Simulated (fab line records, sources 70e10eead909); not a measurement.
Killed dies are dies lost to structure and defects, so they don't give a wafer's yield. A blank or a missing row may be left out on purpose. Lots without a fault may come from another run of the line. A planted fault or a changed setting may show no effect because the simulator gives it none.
fab line records | flow nand_harc
record lots=6 wafers=18 last_day=32
route steps=1302 shown A_BLC@1121 A_M0@1137 END@1302
lots that met no fault: from a run of the same line without faults
start_h: hours from the record's first day to the start of the lot's first wafer shown | wait_h: hours since the lot's step before | " the same as in the row above | L1.1+2: a row that stands for several wafers | - no value, or no start given | * or withheld: withheld | < > ~ a bound
route shown NAME@n: a module of which the file shows steps, and the number in the route of the first | usual: mean/standard deviation of fault-free wafers | same: alike in all rows | chamber/n: place in a boat | sites: the reading at each site | _std_site: their standard deviation | _edge_site: outer sites' mean less inner sites' | radius_mm: how far each site lies from the wafer's centre | mask NAME#n: copy n | behind: the tool/chamber that last shaped the wafer | hold: why the lot was held/for how many hours/how that ended | device: the transistor (n, p or np) that didn't switch | end of line: the same wafers' tests at the end of the route | a step without rows: its recipe alone | killed: dies lost to structure and defects at the first sort, not the wafer's yield | map: a wafer's dies, x killed, . not, _ none there
set.NAME: the setting as run; set.NAME@STEP: as run at that earlier step | model.NAME: the simulator's own value behind a step, which no gauge read
lots at some steps of the route; a table a step, a row a wafer
services: from which hour (start_h, from the record's first day; less than 0 if before it) a tool's chamber was out of use, for how many hours, and why
## steps
# step NHARC_A_BLC_ETCH_16
# recipe target_depth_a=390 over_etch_frac=0.3 time_s=65 ion_energy_ev=80 cf4_flow_sccm=150 ar_flow_sccm=0 rf_w=300 bias_w=100 chemistry=CF4
# usual drypump_motor_current_A=5.6/0.39 oes_product_au=0.999/0.009 rf_vpp_V=150.9/1.2 showerhead_plenum_p_Torr=1.74/0.069 throttle_valve_pct=13.283/0.0099
# columns lot.wafer tool chamber start_h wait_h drypump_motor_current_A oes_product_au rf_hours_counter_h rf_vpp_V showerhead_plenum_p_Torr throttle_valve_pct
L789.3 rie_diel-07 3 580.87 0.1 5.6 0.986 5 150.2 1.68 13.294
L789.1 " 1 " " 4.9 0.987 5 151.4 1.68 13.266
L789.6 " 3 " " 5.6 0.983 - 149.9 1.68 13.279
L791.2 rie_diel-13 0 590.95 0.1 5.9 1.009 8 150.9 1.81 13.284
L791.6 " 2 " " 5.8 1.009 - 152.4 1.82 13.278
L791.5 " 1 " " 5.6 1.003 - 151.2 1.70 13.278
L795.1 rie_diel-13 2 644.24 0.1 5.8 0.989 11 151.1 1.81 13.304
L795.4 " 3 " " 5.7 1.003 3 150.7 1.74 13.289
L795.2 " 1 " " 5.6 1.001 12 151.1 1.70 13.270
L798.1 rie_diel-07 0 665.33 0.1 5.3 0.994 1 150.6 1.65 13.296
L798.2 " 1 " " 4.9 1.011 1 150.6 1.68 13.284
L798.5 " 0 " " 5.3 0.995 - 149.7 1.65 13.269
L803.1 rie_diel-13 2 719.26 0.1 5.8 1.013 1 152.9 1.81 13.280
L803.3 " 3 " " 5.7 1.004 1 149.6 1.74 13.264
L803.6 " 0 " " 6.0 0.984 - 150.4 1.80 13.296
L804.2 rie_diel-13 3 723.48 0.1 5.7 1.008 2 149.1 1.74 13.296
L804.1 " 0 " " 6.0 0.994 2 151.8 1.80 13.295
L804.3 " 2 " " 5.8 1.014 2 151.6 1.81 13.274
# step NHARC_A_BLC_ETCH_17
# recipe target_depth_a=3900 over_etch_frac=0.25 time_s=609.38 ion_energy_ev=200 n2_flow_sccm=150 h2_flow_sccm=150 ar_flow_sccm=0 rf_w=400 bias_w=150 chemistry=N2/H2
# step NHARC_A_BLC_ETCH_18
# recipe target_depth_a=9100 c4f8_flow_sccm=20 o2_flow_sccm=10 ar_flow_sccm=withheld rf_w=600 bias_w=1500 chemistry=C4F8/O2/Ar
# step NHARC_A_BLC_CD_MEAS_19
# usual cd_nm=99.8/2.7
# columns lot.wafer tool chamber start_h wait_h cd_nm
L789.1 cd_sem-02 - 581.74 - 100.7
L789.3 " - " " 100.7
L789.6 " - " " 102.0
L791.2 cd_sem-02 - 592.00 - 95.3
L791.5 " - " " 98.2
L791.6 " - " " 103.4
L795.1 cd_sem-01 - 645.12 - 102.8
L795.2 " - " " 99.4
L795.4 " - " " 99.8
L798.1 cd_sem-01 - 666.37 - 98.8
L798.2 " - " " 98.5
L798.5 " - " " 97.9
L803.1 cd_sem-01 - 720.13 - 100.8
L803.3 " - " " 100.4
L803.6 " - " " 100.3
L804.1 cd_sem-01 - 724.36 - 98.0
L804.2 " - " " 98.3
L804.3 " - " " 103.0
# step NHARC_A_BLC_STRIP_29
# recipe cf4_flow_sccm=150 ar_flow_sccm=0 bias_w=0 chemistry=CF4
# usual drypump_motor_current_A=5.5/0.38 oes_product_au=1.000/0.0081 rf_vpp_V=59.0/0.87 showerhead_plenum_p_Torr=1.71/0.062 throttle_valve_pct=13.284/0.0097
# columns lot.wafer tool chamber start_h wait_h drypump_motor_current_A oes_product_au rf_hours_counter_h rf_vpp_V showerhead_plenum_p_Torr throttle_valve_pct
L789.3 rie_diel-05 3 581.84 0.1 5.2 1.006 54 58.4 1.77 13.291
L789.1 " 0 " " 6.7 0.990 52 59.0 1.64 13.282
L789.6 " 1 " " 6.1 0.984 - 59.0 1.82 13.283
L791.2 rie_diel-07 1 592.09 0.1 4.9 0.998 7 58.4 1.68 13.273
L791.6 " 3 " " 5.6 0.997 - 57.5 1.68 13.284
L791.5 " 0 " " 5.3 0.994 - 58.3 1.65 13.282
L795.1 rie_diel-07 1 645.19 0.1 4.9 0.999 9 59.2 1.68 13.292
L795.4 " 2 " " 5.3 1.008 9 57.6 1.66 13.289
L795.2 " 0 " " 5.3 0.995 8 60.3 1.65 13.273
L798.2 rie_diel-13 2 666.45 0.1 5.8 0.995 13 57.9 1.81 13.290
L798.1 " 3 " " 5.7 0.996 5 58.2 1.74 13.276
L798.5 " 2 " " 5.8 0.999 - 59.6 1.81 13.282
L803.3 rie_diel-07 1 720.20 0.1 4.9 1.004 6 60.2 1.68 13.285
L803.1 " 2 " " 5.2 1.002 6 58.7 1.66 13.297
L803.6 " 1 " " 4.9 1.010 - 58.2 1.68 13.278
L804.2 rie_diel-07 0 724.44 0.1 5.3 0.994 7 59.6 1.65 13.277
L804.1 " 1 " " 4.9 1.009 6 58.4 1.68 13.302
L804.3 " 2 " " 5.2 1.007 6 59.2 1.66 13.286
# step NHARC_A_BLC_STRIP_21
# recipe o2_flow_sccm=500 ar_flow_sccm=0 bias_w=0 chemistry=O2
# step NHARC_A_BLC_STRIP_22
# recipe time_s=600 temp_c=30 chemistry=post_etch_residue_remover
# step NHARC_A_BLC_DEGAS_30
# recipe temp_c=300 time_s=60
# step NHARC_A_BLC_PRE_CLEAN_31
# recipe time_s=15 bias_v=250 gas=Ar
# step NHARC_A_BLC_PVD_32
# recipe target_thk_a=50 chamber_pressure_pa=5 power_w=5000 substrate_temp_c=200 time_s=17.7 material=Ti
# usual throttle_valve_pct=29.5/0.9
# columns lot.wafer tool chamber start_h wait_h throttle_valve_pct
L789.1 pvd_sputter-01 - - - 28.8
L789.3 " - " " 29.1
L789.6 " - " " 29.1
L791.2 pvd_sputter-03 - - - 30.1
L791.5 " - " " 30.3
L791.6 " - " " 30.0
L795.1 pvd_sputter-03 - - - 29.8
L795.4 " - " " 30.2
L795.2 " - " " 29.3
L798.2 pvd_sputter-02 - - - 30.3
L798.1 " - " " 30.0
L798.5 " - " " 30.1
L803.3 pvd_sputter-01 - - - 27.7
L803.1 " - " " 29.2
L803.6 " - " " 27.8
L804.1 pvd_sputter-01 - - - 28.7
L804.2 " - " " 29.3
L804.3 " - " " 28.7
# step NHARC_A_BLC_ALD_23
# recipe target_thk_a=30 pulse_time_s=1 ald_cycles=150 temp_c=450 material=TiN
# step NHARC_A_BLC_CVD_24
# recipe target_thk_a=1500 temp_c=300 pressure_torr=40 wf6_flow_sccm=40 h2_flow_sccm=1600 ar_flow_sccm=1560 time_s=434 material=W
# usual heater_power_w=531/51 throttle_valve_pct=7.84/0.26
# columns lot.wafer tool chamber start_h wait_h heater_power_w throttle_valve_pct
L789.1 cvd_w-02 0 - - 491 8.04
L789.3 " 1 " " 569 7.39
L789.6 " 1 " " 569 7.22
L791.2 cvd_w-02 0 - - 510 8.10
L791.5 " 1 " " 572 7.52
L791.6 " 0 " " 482 8.20
L795.2 cvd_w-02 0 - - 470 7.65
L795.1 " 1 " " 609 7.68
L795.4 " 1 " " 589 7.58
L798.2 cvd_w-02 1 - - 613 7.72
L798.1 " 0 " " 479 7.70
L798.5 " 1 " " 594 7.83
L803.1 cvd_w-02 0 - - 489 8.10
L803.3 " 0 " " 464 8.09
L803.6 " 1 " " 621 7.98
L804.2 cvd_w-02 1 - - 621 7.63
L804.1 " 0 " " 489 8.13
L804.3 " 0 " " 472 8.10
# step NHARC_A_BLC_CMP_25
# recipe t_overpolish_s=30 target_thk_nm=150
# usual motor_current_A=13.1/1.2 overpolish_run_s=29.999/0.0094 time_to_endpoint_s=29.9/2.6
# columns lot.wafer tool chamber start_h wait_h motor_current_A overpolish_run_s time_to_endpoint_s
L789.3 cmp-02 1 583.32 0.3 13.8 29.996 28.5
L789.1 " 3 " " 12.1 29.995 25.9
L789.6 " 1 " " 14.0 30.009 30.4
L791.2 cmp-03 0 593.58 0.4 11.5 29.993 28.7
L791.6 " 3 " " 15.3 30.014 32.8
L791.5 " 0 " " 11.9 30.003 29.2
L795.4 cmp-02 1 646.69 0.2 14.4 30.010 29.5
L795.1 " 3 " " 12.5 30.003 26.1
L795.2 " 0 " " 14.9 30.001 28.6
L798.2 cmp-02 1 667.95 0.5 13.5 30.011 33.6
L798.1 " 0 " " 14.7 29.992 29.3
L798.5 " 1 " " 14.5 30.010 34.2
L803.3 cmp-01 2 721.79 0.4 13.4 30.006 30.3
L803.1 " 3 " " 13.0 29.996 31.4
L803.6 " 1 " " 12.2 30.003 30.9
L804.2 cmp-01 0 726.00 0.5 13.2 30.000 32.4
L804.3 " 1 " " 12.2 30.007 27.1
L804.1 " 2 " " 12.7 30.014 34.2
# step NHARC_A_BLC_SRD_27
# step NHARC_A_BLC_INSPECT_28
# usual raw_defect_count=514/100
# columns lot.wafer tool chamber start_h wait_h raw_defect_count
L789.1 defect_inspect-01 - 583.72 0.1 451
L789.3 " - " " 478
L789.6 " - " " 420
L791.2 defect_inspect-02 - 593.96 0.1 573
L791.5 " - " " 638
L791.6 " - " " 455
L795.1 defect_inspect-02 - 647.10 0.1 608
L795.2 " - " " 602
L795.4 " - " " 1683
L798.1 defect_inspect-01 - 668.37 0.1 544
L798.2 " - " " 1631
L798.5 " - " " 1851
L803.1 defect_inspect-01 - 722.14 0.1 455
L803.3 " - " " 548
L803.6 " - " " 566
L804.1 defect_inspect-01 - 726.38 0.1 430
L804.2 " - " " 409
L804.3 " - " " 392
# step NHARC_A_M0_DEP_00
# recipe target_thk_a=1500 target_thk_nm=150 temp_c=withheld pressure_torr=5 flow_sccm=200 rf_w=600 material=SiOC
# step NHARC_A_M0_DEHYDRATE_01
# recipe temp_c=150 time_s=120
# step NHARC_A_M0_HMDS_02
# recipe time_s=30
# step NHARC_A_M0_COAT_33
# recipe temp_c=200 time_s=65
# step NHARC_A_M0_COAT_03
# recipe spin_rpm=1500 resist_thk_nm=90
# step NHARC_A_M0_SOFTBAKE_04
# recipe temp_c=105 time_s=55
# step NHARC_A_M0_EBR_05
# step NHARC_A_M0_EXPOSE_06
# recipe na=1.35 target_cd_nm=80 dose_mj=83.25 mask_id=A_M0
# step NHARC_A_M0_PEB_07
# recipe peb_temp_c=100 peb_time_s=65
# step NHARC_A_M0_DEVELOP_08
# recipe develop_time_s=35 dev_temp_c=23
# step NHARC_A_M0_CD_MEAS_09
# recipe target_cd_nm=80 landing_energy_ev=500
# usual cd_nm=79.7/0.6
# columns lot.wafer tool chamber start_h wait_h cd_nm
L789.1 cd_sem-03 0 584.62 - 79.6
L789.3 " 0 " " 79.7
L789.6 " 0 " " 79.3
L791.2 cd_sem-02 0 594.87 - 79.4
L791.5 " 0 " " 78.3
L791.6 " 0 " " 78.3
L795.1 cd_sem-03 0 647.87 - 79.7
L795.2 " 0 " " 79.2
L795.4 " 0 " " 79.2
L798.1 cd_sem-01 0 669.27 - 80.7
L798.2 " 0 " " 80.4
L798.5 " 0 " " 80.0
L803.1 cd_sem-01 0 723.03 - 78.9
L803.3 " 0 " " 80.3
L803.6 " 0 " " 80.1
L804.1 cd_sem-01 0 727.28 - 78.3
L804.2 " 0 " " 79.9
L804.3 " 0 " " 79.7
# step NHARC_A_M0_OVL_MEAS_10
# recipe pitch_nm=160
# usual overlay_x_nm=0.3/0.76 overlay_y_nm=0.0/0.65
# columns lot.wafer tool chamber start_h wait_h overlay_x_nm overlay_y_nm
L789.1 overlay-02 - 584.71 - 0.7 0.3
L789.3 " - " " 0.1 -0.4
L789.6 " - " " 0.6 0.0
L791.2 overlay-02 - 594.95 - -0.1 0.7
L791.5 " - " " -0.1 0.4
L791.6 " - " " -0.1 0.1
L795.1 overlay-02 - 647.96 - 0.1 0.6
L795.2 " - " " 0.6 -0.3
L795.4 " - " " 0.8 0.7
L798.1 overlay-01 - 669.36 - -0.2 0.4
L798.2 " - " " -0.3 0.1
L798.5 " - " " 0.1 0.3
L803.1 overlay-01 - 723.12 - 0.1 -0.2
L803.3 " - " " 0.3 -0.3
L803.6 " - " " 0.3 -1.0
L804.1 overlay-02 - 727.37 - 1.0 0.8
L804.2 " - " " 1.1 0.3
L804.3 " - " " 1.3 0.8
# step NHARC_A_M0_INSPECT_11
# usual raw_defect_count=82/34
# columns lot.wafer tool chamber start_h wait_h raw_defect_count
L789.1 defect_inspect-01 - 584.75 0.0 77
L789.3 " - " " 71
L789.6 " - " " 64
L791.2 defect_inspect-02 - 594.99 0.0 170
L791.5 " - " " 162
L791.6 " - " " 182
L795.1 defect_inspect-01 - 647.99 0.0 161
L795.2 " - " " 136
L795.4 " - " " 1282
L798.1 defect_inspect-01 - 669.39 0.0 125
L798.2 " - " " 1280
L798.5 " - " " 1241
L803.1 defect_inspect-02 - 723.16 0.0 41
L803.3 " - " " 43
L803.6 " - " " 47
L804.1 defect_inspect-02 - 727.41 0.0 72
L804.2 " - " " 70
L804.3 " - " " 92
# step NHARC_A_M0_DESCUM_14
# recipe time_s=3 o2_flow_sccm=200 ar_flow_sccm=0 bias_power_w=0 chemistry=O2
# usual drypump_motor_current_A=5.7/0.46 oes_product_au=0.996/0.01 rf_vpp_V=57.9/0.88 showerhead_plenum_p_Torr=1.93/0.086 throttle_valve_pct=11.312/0.0095
# columns lot.wafer tool chamber start_h wait_h drypump_motor_current_A oes_product_au rf_hours_counter_h rf_vpp_V showerhead_plenum_p_Torr throttle_valve_pct
L789.3 rie_diel-09 0 584.81 0.1 5.6 0.981 2.9 56.6 2.05 11.310
L789.1 " 3 " " 5.6 0.988 2.9 57.3 1.93 11.330
L789.6 " 0 " " 5.5 0.982 - 58.9 2.05 11.321
L791.2 rie_diel-01 2 595.06 0.1 6.0 0.987 0.7 58.0 2.00 11.319
L791.6 " 1 " " 5.3 0.995 - 56.5 1.83 11.294
L791.5 " 2 " " 6.0 0.999 - 58.1 2.00 11.328
L795.2 rie_diel-01 0 648.06 0.1 5.2 0.984 4.9 57.9 1.86 11.331
L795.1 " 3 " " 6.3 0.981 6.1 57.8 1.96 11.302
L795.4 " 2 " " 6.0 1.002 - 59.1 2.00 11.305
L798.2 rie_diel-09 3 669.45 0.1 5.5 0.991 4.6 58.7 1.93 11.326
L798.1 " 0 " " 5.6 0.984 4.5 58.8 2.05 11.324
L798.5 " 3 " " 5.5 0.989 - 57.9 1.93 11.308
L803.3 rie_diel-01 3 723.24 0.1 6.3 1.000 9.9 58.7 1.96 11.311
L803.1 " 0 " " 5.2 0.992 9.5 57.2 1.86 11.316
L803.6 " 1 " " 5.3 0.999 - 56.8 1.83 11.311
L804.1 rie_diel-12 3 727.48 0.1 6.1 0.997 5.2 58.2 2.04 11.315
L804.2 " 0 " " 4.8 0.987 5.8 57.6 1.79 11.308
L804.3 " 1 " " 5.4 1.003 6.0 58.1 1.94 11.306
# step NHARC_END_SORT_01
# recipe temp_c=25
# usual killed_at_array=51/17 killed_at_other=1.0/1.2 killed_at_periphery=3.4/2.5 killed_dies=56/17 killed_open=3.3/2.1 killed_short=2.6/1.6
# same gross_dies=677
# columns lot.wafer tool chamber start_h wait_h killed_at_array killed_at_other killed_at_periphery killed_dies killed_open killed_short
L791.2 prober-01 0 634.75 2.8 78 0 6 84 2 2
L791.5 prober-01 0 637.18 3.7 58 0 2 60 3 4
L791.6 prober-01 0 637.99 4.0 95 1 6 102 7 0
L795.4 prober-01 0 691.37 3.4 540 0 2 542 3 1
L798.2 prober-01 0 707.88 2.8 555 0 5 560 1 2
L798.5 prober-01 0 710.29 3.7 554 0 2 556 2 2
# killed by level:class
L791.2 A_CHANNEL_HOLE_D1:chamber_film_flake=33 A_SLIT:chamber_film_flake=27 A_CHANNEL_HOLE_D2:chamber_film_flake=10 P_STI:chamber_film_flake=2 P_CONTACT:chamber_film_flake=2 A_STAIRCASE:chamber_film_flake=2 A_WL_FILL:chamber_film_flake=2 P_M0:geometric_particle:open=1
L791.5 A_SLIT:chamber_film_flake=26 A_CHANNEL_HOLE_D1:chamber_film_flake=11 A_CHANNEL_HOLE_D2:chamber_film_flake=5 A_DECK1_JOINT:chamber_film_flake=3 A_WL_FILL:chamber_film_flake=3 A_CHANNEL_FILL_D2:chamber_film_flake=2 A_CONTACT:chamber_film_flake=2 P_ZERO_WELL:geometric_particle:short=1
L791.6 A_CHANNEL_HOLE_D1:chamber_film_flake=30 A_SLIT:chamber_film_flake=30 A_CHANNEL_HOLE_D2:chamber_film_flake=21 A_WL_FILL:chamber_film_flake=3 A_CONTACT:chamber_film_flake=3 P_CONTACT:geometric_particle:open=2 P_STI:chamber_film_flake=2 A_DECK1_JOINT:chamber_film_flake=2
L795.4 A_BLC:unspecified=506 A_SLIT:chamber_film_flake=11 A_CHANNEL_HOLE_D2:chamber_film_flake=10 A_CHANNEL_HOLE_D1:chamber_film_flake=9 P_GATE:chamber_film_flake=2 A_CHANNEL_FILL_D1:geometric_particle:open=1 A_ONON_D2:geometric_particle:open=1 A_CHANNEL_HOLE_D2:geometric_particle:short=1
L798.2 A_BLC:unspecified=523 A_SLIT:chamber_film_flake=19 A_CHANNEL_HOLE_D1:chamber_film_flake=7 P_CONTACT:chamber_film_flake=3 P_M0:geometric_particle:short=1 A_ONON_D1:geometric_particle:open=1 A_STAIRCASE:chamber_film_flake=1 A_M0:geometric_particle:short=1
L798.5 A_BLC:unspecified=527 A_SLIT:chamber_film_flake=15 A_CHANNEL_HOLE_D1:chamber_film_flake=7 P_GATE:geometric_particle:open=1 A_ONON_D1:geometric_particle:short=1 A_CHANNEL_FILL_D1:geometric_particle:short=1 A_M0:geometric_particle:open=1 P_BONDPAD:chamber_film_flake=1
# map L795.4 (x killed, . not)
____________x____________
_________xxxxx.x_________
_______x...xxxxx.._______
______xxxxxxxxxx.xx______
_____xxxxxxxxxxxxx.x_____
____xxxx.xxxx.xxxxx.x____
____xxxxxxxxxx.xx..xx____
___xx.x.x.xxxxx.xx.xxx___
___xxxx.xxxxxxxxxxxxxx___
__xxxxx.xxx..xxxxxxxx..__
__xx..xxxx.xxxxxx.xxx.x__
_xxxxx..xxx.x..xxxxxxx.x_
_xx.xxxxxxxxxx.xxxxxxx.x_
_xxxxx.xxxx.xxxxxxxxxxx._
_xx.xxxx.xxxxx..xx.xxxxx_
_xxxxxxx.xxxx.xxxxx.xxxx_
x.xxxxxxx.xxx..x.xxxxxxxx
xx.xxxxxxxx.xxxxxxxxxxxxx
.xx.xxxxxxxx.xxx.xxxxxxxx
xx..xxxxx.xxxxxx..xxxxxxx
.xxx.xxx.xx.x..x.xxxxxxxx
_xxxxxxx.xxxxx.xxxxxxxxx_
_xxx.xxxxxxx.xx.xx.xxxxx_
_xxxxxxx..xxxxxx.xxxxx.x_
_xxxx.x..xxx.xx.xxxxxxxx_
_x..x.x.xxx.xx.xxxxxxxxx_
__xxxxxxx.x..xxxxxxx.xx__
__x.x.xx.xxxxxxx...xxxx__
___xx.xxxxxx.xxxx.xx.x___
___xxxx.xxxxx...x.xxxx___
____.xxx.xxxxxxxx.xxx____
____xx..xx.xxx..xxx..____
_____xx.xxxxxx..x.xx_____
______xxxxxx..xxx.x______
_______.xxxxxxx.x._______
_________.xxxxx._________
____________x____________
# map L798.2 (x killed, . not)
____________x____________
_________xx.xx.._________
_______xxxxxxxxxxx_______
______xxxx.xxxxxx.x______
_____xxx.xx.xxx.xxxx_____
____..xxx.xxxx..xxx.x____
____xxxx.xxxxxxx..xxx____
___xxxxxx.xxxxxxxxxxxx___
___xxx.xxxxx...xxxxx.x___
__xxxxxxx.xxxxxxx.xxxx.__
__xxxxxxx.xx.x.x.xxx.xx__
_x.xxx.x.xx.x.xx.x.xx.x._
_..xxxx.x.xxxxxxxxxxxxxx_
_xxxxxx.x..xxxxxx.xxxxxx_
_xx.xxxxxxxxxxxxxx.xxxxx_
_xxxxxxxxx.x.xxxxxxxxxx._
.x.xxxx.xxxx..xxxxxxxxxxx
xxx..xx.xx.xx.xxxxxxxxxxx
xxxxxxxxxxxxxxxxxxxxxxxxx
xxxxxxxx.xxxxxx.xxxxxxxxx
x.xxxx..x.xxxxx.x.xxxxxxx
_x.x.xxxxxxxx.xxxxx.xxxx_
_xxxx.xxx..xxxxxxxxxx.xx_
_xxx.xxxx..x.xxx.x.xxxxx_
_xxxxx.xxx.xxxxx..xxxxxx_
_xxxxxx.xxxx...xxxx.xxxx_
__xxxxxxxxx..x.x..xxxxx__
__xx.xxxxxxxxxxxxxxxxxx__
___xxxx.xxxxxxxx.xxx.x___
___xxxxx.xxxxx.xxxxxx.___
____xxxxx.xxxxxxx.xxx____
____xxxxxxx..xx.xxxxx____
_____xx.xxxx.xxxxxxx_____
______.xx.xxxxxxxxx______
_______xxxxxxxxxxx_______
_________xxx..xx_________
____________x____________
## services
# columns tool chamber start_h hours kind
rie_diel-01 - 557.84 9.0 pm
cmp-02 - 558.11 0.5 repair
cmp-02 - 561.12 0.3 repair
rie_diel-01 2 567.12 3.8 repair
rie_diel-01 1 568.25 6.7 repair
cvd_w-02 0 573.87 1.4 repair
cmp-01 - 574.23 0.4 repair
cmp-01 - 577.62 4.0 pm
rie_diel-01 3 581.73 14.2 repair
cmp-02 - 590.27 3.7 repair
pvd_sputter-01 - 590.89 3.0 repair
rie_diel-09 3 602.87 3.5 repair
cmp-02 - 604.23 1.3 repair
cmp-02 - 626.66 4.0 pm
cvd_w-02 - 631.05 13.0 pm
rie_diel-01 1 644.72 9.7 repair
rie_diel-07 - 648.28 9.0 pm
cmp-02 - 650.17 2.3 repair
cvd_w-02 0 654.58 1.2 repair
rie_diel-07 3 663.46 70.0 repair
rie_diel-13 - 696.00 9.0 pm
pvd_sputter-01 - 709.53 8.4 repair
cmp-02 - 724.66 4.0 pm
rie_diel-01 3 726.12 5.6 repair
## key
first_sign step=NHARC_A_BLC_INSPECT_28 reading=raw_defect_count direction=up sigmas=12 usual=514 struck=1722
effect step=NHARC_A_M0_INSPECT_11 reading=raw_defect_count direction=up sigmas=35 usual=82 struck=1268
effect step=NHARC_END_SORT_01 reading=killed_at_array direction=up sigmas=29 usual=51 struck=550
more_kills_born_at NHARC_A_BLC_CMP_25@cmp-02=1556
met_at NHARC_A_BLC_CMP_25
struck_wafers L795.4,L798.2,L798.5
tester_left_out L795,L798
onset_between 583.32 646.69
fault kind=chamber_particle_source tool=cmp-02 chamber=1 onset_h=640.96 steps=NHARC_A_BLC_CMP_25 rate_per_visit_cm2=1.7971 end_h=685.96
# tester_left_out: of these lots the tester's yield and bins aren't shown, on N5 and GAA mostly nor the transistor test; their killed dies are dies lost to structure and defects alone, not to doping, threshold or leakage, so they don't give the yield
